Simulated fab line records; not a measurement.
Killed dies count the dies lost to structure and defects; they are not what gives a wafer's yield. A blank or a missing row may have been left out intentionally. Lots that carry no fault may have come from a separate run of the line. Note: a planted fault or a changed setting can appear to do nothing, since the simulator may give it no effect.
Split-lot study	flow n5Finfet	route with 1938 steps; 7 lots, 21 wafers read

## SPLIT DETAILS
At N5_ZERO_LAYER_PECVD_02 (deposits SiO2 from SiH4/N2O, target thk 10 nm, time 6 s), the setting timeS was moved away from the recipe's 6 s on 6 of the 21 wafers read, by -10.0% to +9.4%. For the rest of the wafers, this setting stayed at what the recipe calls for.

Reading taken at the split's own step.

## THE READING
SiO2_of_ZERO_LAYER_PECVD_02.thkNm (the simulator's own value, which no gauge read), in nm, at N5_ZERO_LAYER_PECVD_02 (deposits SiO2 from SiH4/N2O, target thk 10 nm, time 6 s). The file does not state a usual value for it. Average 9.913 nm, standard deviation 0.17 nm, over the 15 wafers here run with the recipe.

wafer	tool, chamber at the split	timeS as run, s	against the recipe	SiO2_of_ZERO_LAYER_PECVD_02.thkNm, nm	against lot-mates on the recipe
L075.3	pecvd-03, 1	6	recipe	9.634	-
L075.4	pecvd-03, 1	6	recipe	9.801	-
L075.5	pecvd-03, 0	6	recipe	9.9	-
L077.1	pecvd-03, 1	6	recipe	9.756	-
L077.3	pecvd-03, 0	6	recipe	9.915	-
L077.5	pecvd-03, 1	6	recipe	9.764	-
L080.1	pecvd-01, 1	6	recipe	9.946	-
L080.3	pecvd-01, 0	6	recipe	10.21	-
L080.4	pecvd-01, 1	5.398	-10.0%	8.976	-1.102
L082.3	pecvd-03, 0	5.474	-8.8%	8.98	-0.789
L082.4	pecvd-03, 2	6	recipe	9.769	-
L082.5	pecvd-03, 1	5.474	-8.8%	8.953	-0.816
L087.4	pecvd-03, 0	6.543	+9.1%	10.85	+1.016
L087.5	pecvd-03, 2	6	recipe	9.834	-
L087.6	pecvd-03, 1	6.543	+9.1%	10.74	+0.906
L090.3	pecvd-01, 0	6	recipe	9.912	-
L090.4	pecvd-01, 0	6.563	+9.4%	10.94	+0.869
L090.6	pecvd-01, 1	6	recipe	10.23	-
L091.2	pecvd-04, 0	6	recipe	9.9	-
L091.3	pecvd-04, 2	6	recipe	9.987	-
L091.4	pecvd-04, 0	6	recipe	10.14	-

FIT RESULTS
A straight line over all 21 wafers: SiO2_of_ZERO_LAYER_PECVD_02.thkNm changes by +0.102 nm for each +1% of timeS; r = +0.96; the points scatter about the line by 0.15 nm.
The same after taking each lot's own level away (the mean of its wafers on the recipe; 21 wafers): +0.1 nm for each +1%; r = +0.98; scatter 0.1 nm.
The reading moves by 1 nm for the largest change in timeS, on that fit.
From 9.7690 to 10.0780 nm: that is the span of the lots' own levels, equal to 1.9 times the standard deviation above.
The two slopes agree, so the slope changes little with the lot-to-lot level.
Check: -0.967 nm against its lot-mates is what the line predicts for one of the wafers moved furthest among these (-10.0%) when that wafer is left out of the fit. It came out at -1.1 nm against them.

## FILE'S OWN FIT
SiO2_of_ZERO_LAYER_PECVD_02.thkNm changes by +0.101 nm for each +1% of timeS, r = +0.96.
